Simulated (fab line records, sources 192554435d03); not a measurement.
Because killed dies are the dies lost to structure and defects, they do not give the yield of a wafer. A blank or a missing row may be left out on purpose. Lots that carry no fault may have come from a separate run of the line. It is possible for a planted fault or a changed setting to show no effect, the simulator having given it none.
What tool caused it? || flow n5-finfet || 34 wafers from 12 lots sampled at 3 of the route's 1938 steps

WHAT THE GAUGES READ, wafer by wafer
N5_SD_EPI_P_OVL_MEAS_10.
{"lot": "L773", "measured": "day 3 07:28", "on": "overlay-01", "SD_P_BLK_OVL (nm)": "-1.8 -1.7"}
{"lot": "L774", "measured": "day 3 13:50", "on": "overlay-01", "SD_P_BLK_OVL (nm)": "-1.1 -0.3 -0.9"}
{"lot": "L776", "measured": "day 3 23:23", "on": "overlay-01", "SD_P_BLK_OVL (nm)": "-0.4 -0.8 -0.3"}
{"lot": "L779", "measured": "day 4 20:01", "on": "overlay-01", "SD_P_BLK_OVL (nm)": "-1.1 -0.2 0.1"}
{"lot": "L780", "measured": "day 5 02:14", "on": "overlay-02", "SD_P_BLK_OVL (nm)": "-0.8 -0.2 -1.3"}
{"lot": "L789", "measured": "day 7 05:05", "on": "overlay-01", "SD_P_BLK_OVL (nm)": "-1.7 -1.3 0.0"}
{"lot": "L790", "measured": "day 7 11:24", "on": "overlay-02", "SD_P_BLK_OVL (nm)": "-1.3 -1.1"}
{"lot": "L792", "measured": "day 8 05:06", "on": "overlay-01", "SD_P_BLK_OVL (nm)": "-0.3 -0.9 -0.7"}
{"lot": "L793", "measured": "day 8 06:31", "on": "overlay-02", "SD_P_BLK_OVL (nm)": "-0.6 -2.4 -1.0"}
{"lot": "L794", "measured": "day 8 20:38", "on": "overlay-01", "SD_P_BLK_OVL (nm)": "0.2 0.1 0.1"}
{"lot": "L795", "measured": "day 8 20:57", "on": "overlay-01", "SD_P_BLK_OVL (nm)": "-0.3 -0.7 -0.2"}
{"lot": "L796", "measured": "day 9 03:28", "on": "overlay-01", "SD_P_BLK_OVL (nm)": "-0.8 -0.3 -0.6"}

TOOL THAT RAN EACH LOT (tool first, then ch and the chambers of the sampled wafers, then the start)
{"lot": "L773", "N5_SD_EPI_N_ETCH_34": "rie-diel-01 ch 0,2, day 3 01:31", "N5_SD_EPI_N_LINER_46": "ald-sin-03 ch 0,2, day 3 06:55"}
{"lot": "L774", "N5_SD_EPI_N_ETCH_34": "rie-diel-03 ch 0,2,3, day 3 09:29", "N5_SD_EPI_N_LINER_46": "ald-sin-02 ch 1,2, day 3 13:09"}
{"lot": "L776", "N5_SD_EPI_N_ETCH_34": "rie-diel-03 ch 0,1, day 3 18:16", "N5_SD_EPI_N_LINER_46": "ald-sin-04 ch 0,2, day 3 22:50"}
{"lot": "L779", "N5_SD_EPI_N_ETCH_34": "rie-diel-03 ch 1,2, day 4 15:40", "N5_SD_EPI_N_LINER_46": "ald-sin-02 ch 0,1,3, day 4 19:20"}
{"lot": "L780", "N5_SD_EPI_N_ETCH_34": "rie-diel-05 ch 0,2,3, day 4 21:20", "N5_SD_EPI_N_LINER_46": "ald-sin-02 ch 1,2, day 5 01:34"}
{"lot": "L789", "N5_SD_EPI_N_ETCH_34": "rie-diel-01 ch 0,2, day 6 23:54", "N5_SD_EPI_N_LINER_46": "ald-sin-02 ch 0,1,2, day 7 04:32"}
{"lot": "L790", "N5_SD_EPI_N_ETCH_34": "rie-diel-01 ch 0,1, day 7 07:04", "N5_SD_EPI_N_LINER_46": "ald-sin-04 ch 0,2, day 7 10:43"}
{"lot": "L792", "N5_SD_EPI_N_ETCH_34": "rie-diel-01 ch 0,3, day 7 23:48", "N5_SD_EPI_N_LINER_46": "ald-sin-04 ch 2,3, day 8 04:25"}
{"lot": "L793", "N5_SD_EPI_N_ETCH_34": "rie-diel-01 ch 1,2, day 8 02:07", "N5_SD_EPI_N_LINER_46": "ald-sin-04 ch 0,1,2, day 8 05:57"}
{"lot": "L794", "N5_SD_EPI_N_ETCH_34": "rie-diel-01 ch 0,1,3, day 8 15:05", "N5_SD_EPI_N_LINER_46": "ald-sin-02 ch 1,2,3, day 8 19:58"}
{"lot": "L795", "N5_SD_EPI_N_ETCH_34": "rie-diel-05 ch 0,1,3, day 8 15:52", "N5_SD_EPI_N_LINER_46": "ald-sin-04 ch 0,1, day 8 20:17"}
{"lot": "L796", "N5_SD_EPI_N_ETCH_34": "rie-diel-03 ch 0,2, day 8 22:59", "N5_SD_EPI_N_LINER_46": "ald-sin-02 ch 0,2,3, day 9 02:47"}
- N5_SD_EPI_N_ETCH_34: etches SiARC in CF4, target depth 45.5 nm, time 75.8 s.
- N5_SD_EPI_N_LINER_46: material SiNx, target thk 3 nm.

WHAT THE TOOLS THEMSELVES READ (means of the sampled wafers that have a number; where no wafer has one, the mark that the record gives instead)
N5_SD_EPI_N_ETCH_34.
{"lot": "L773", "tool": "rie-diel-01", "bias-w (W)": 36.00, "cf4-flow-sccm (sccm)": 100.2, "drypump-motor-current-A (A)": 5.3, "etch-rf-on-time-s (s)": 76.6, "oes-product-au (a.u.)": 0.77, "rf-vpp-V (V)": 183.8, "showerhead-plenum-p-Torr (Torr)": 2.22, "throttle-valve-pct (%)": 15.39}
{"lot": "L774", "tool": "rie-diel-03", "bias-w (W)": 36.11, "cf4-flow-sccm (sccm)": 99.8, "drypump-motor-current-A (A)": 5.5, "etch-rf-on-time-s (s)": 78.0, "oes-product-au (a.u.)": 0.61, "rf-vpp-V (V)": 183.6, "showerhead-plenum-p-Torr (Torr)": 2.14, "throttle-valve-pct (%)": 15.85}
{"lot": "L776", "tool": "rie-diel-03", "bias-w (W)": 35.97, "cf4-flow-sccm (sccm)": 100.0, "drypump-motor-current-A (A)": 6.1, "etch-rf-on-time-s (s)": 76.0, "oes-product-au (a.u.)": 0.61, "rf-vpp-V (V)": 184.3, "showerhead-plenum-p-Torr (Torr)": 2.16, "throttle-valve-pct (%)": 15.59}
{"lot": "L779", "tool": "rie-diel-03", "bias-w (W)": 35.99, "cf4-flow-sccm (sccm)": 99.6, "drypump-motor-current-A (A)": 5.8, "etch-rf-on-time-s (s)": 77.1, "oes-product-au (a.u.)": 0.60, "rf-vpp-V (V)": 184.0, "showerhead-plenum-p-Torr (Torr)": 2.13, "throttle-valve-pct (%)": 15.64}
{"lot": "L780", "tool": "rie-diel-05", "bias-w (W)": 36.03, "cf4-flow-sccm (sccm)": 100.1, "drypump-motor-current-A (A)": 6.1, "etch-rf-on-time-s (s)": 76.7, "oes-product-au (a.u.)": 0.63, "rf-vpp-V (V)": 182.8, "showerhead-plenum-p-Torr (Torr)": 2.10, "throttle-valve-pct (%)": 15.63}
{"lot": "L789", "tool": "rie-diel-01", "bias-w (W)": 36.00, "cf4-flow-sccm (sccm)": 100.2, "drypump-motor-current-A (A)": 5.3, "etch-rf-on-time-s (s)": 77.3, "oes-product-au (a.u.)": 0.71, "rf-vpp-V (V)": 184.3, "showerhead-plenum-p-Torr (Torr)": 2.23, "throttle-valve-pct (%)": 15.47}
{"lot": "L790", "tool": "rie-diel-01", "bias-w (W)": 36.02, "cf4-flow-sccm (sccm)": 100.0, "drypump-motor-current-A (A)": 5.7, "etch-rf-on-time-s (s)": 75.2, "oes-product-au (a.u.)": 0.73, "rf-vpp-V (V)": 185.1, "showerhead-plenum-p-Torr (Torr)": 2.21, "throttle-valve-pct (%)": 15.41}
{"lot": "L792", "tool": "rie-diel-01", "bias-w (W)": 36.03, "cf4-flow-sccm (sccm)": 99.8, "drypump-motor-current-A (A)": 5.5, "etch-rf-on-time-s (s)": 76.9, "oes-product-au (a.u.)": 0.76, "rf-vpp-V (V)": 185.2, "showerhead-plenum-p-Torr (Torr)": 2.28, "throttle-valve-pct (%)": 15.76}
{"lot": "L793", "tool": "rie-diel-01", "bias-w (W)": 35.95, "cf4-flow-sccm (sccm)": 99.6, "drypump-motor-current-A (A)": 5.7, "etch-rf-on-time-s (s)": 75.8, "oes-product-au (a.u.)": 0.76, "rf-vpp-V (V)": 185.0, "showerhead-plenum-p-Torr (Torr)": 2.17, "throttle-valve-pct (%)": 15.33}
{"lot": "L794", "tool": "rie-diel-01", "bias-w (W)": 35.99, "cf4-flow-sccm (sccm)": 100.0, "drypump-motor-current-A (A)": 5.6, "etch-rf-on-time-s (s)": 76.1, "oes-product-au (a.u.)": 0.73, "rf-vpp-V (V)": 185.3, "showerhead-plenum-p-Torr (Torr)": 2.23, "throttle-valve-pct (%)": 15.58}
{"lot": "L795", "tool": "rie-diel-05", "bias-w (W)": 36.06, "cf4-flow-sccm (sccm)": 100.1, "drypump-motor-current-A (A)": 5.9, "etch-rf-on-time-s (s)": 76.1, "oes-product-au (a.u.)": 0.60, "rf-vpp-V (V)": 183.0, "showerhead-plenum-p-Torr (Torr)": 2.06, "throttle-valve-pct (%)": 15.71}
{"lot": "L796", "tool": "rie-diel-03", "bias-w (W)": 36.06, "cf4-flow-sccm (sccm)": 99.8, "drypump-motor-current-A (A)": 5.9, "etch-rf-on-time-s (s)": 77.2, "oes-product-au (a.u.)": 0.58, "rf-vpp-V (V)": 184.8, "showerhead-plenum-p-Torr (Torr)": 2.18, "throttle-valve-pct (%)": 15.93}

N5_SD_EPI_N_LINER_46.
{"lot": "L773", "tool": "ald-sin-03", "heater-power-w (W)": 808}
{"lot": "L774", "tool": "ald-sin-02", "heater-power-w (W)": 895}
{"lot": "L776", "tool": "ald-sin-04", "heater-power-w (W)": 952}
{"lot": "L779", "tool": "ald-sin-02", "heater-power-w (W)": 873}
{"lot": "L780", "tool": "ald-sin-02", "heater-power-w (W)": 896}
{"lot": "L789", "tool": "ald-sin-02", "heater-power-w (W)": 879}
{"lot": "L790", "tool": "ald-sin-04", "heater-power-w (W)": 950}
{"lot": "L792", "tool": "ald-sin-04", "heater-power-w (W)": 797}
{"lot": "L793", "tool": "ald-sin-04", "heater-power-w (W)": 973}
{"lot": "L794", "tool": "ald-sin-02", "heater-power-w (W)": 899}
{"lot": "L795", "tool": "ald-sin-04", "heater-power-w (W)": 969}
{"lot": "L796", "tool": "ald-sin-02", "heater-power-w (W)": 866}

THE ANSWER, worked out from the rows above alone
Rule: what is usual is taken from the lots themselves. The widest of any qualifying gaps counts: lots, ordered by their means at a reading, are off when they make up no more than a third of the lots, leave a main group of 4 or more, and stand apart from it by 3 or more times the standard deviation of that group's means. A main group is skipped when, at the precision printed for the reading in the tables above, its means are all equal. A lot without any number at a reading at which 4 lots or more have one is off too. Any other lot the step has rows for is counted as sound. After the gauges, taken in route order, come the tools' own readings; for these a lot's mean is taken, as printed above. The first step at which some lot is off is used, and at that step the reading that is off furthest; a lot without a number counts as furthest.
No lot is off on any of the readings shown, so nothing can be concluded from this.

WHAT THE SIMULATOR HAD PUT IN
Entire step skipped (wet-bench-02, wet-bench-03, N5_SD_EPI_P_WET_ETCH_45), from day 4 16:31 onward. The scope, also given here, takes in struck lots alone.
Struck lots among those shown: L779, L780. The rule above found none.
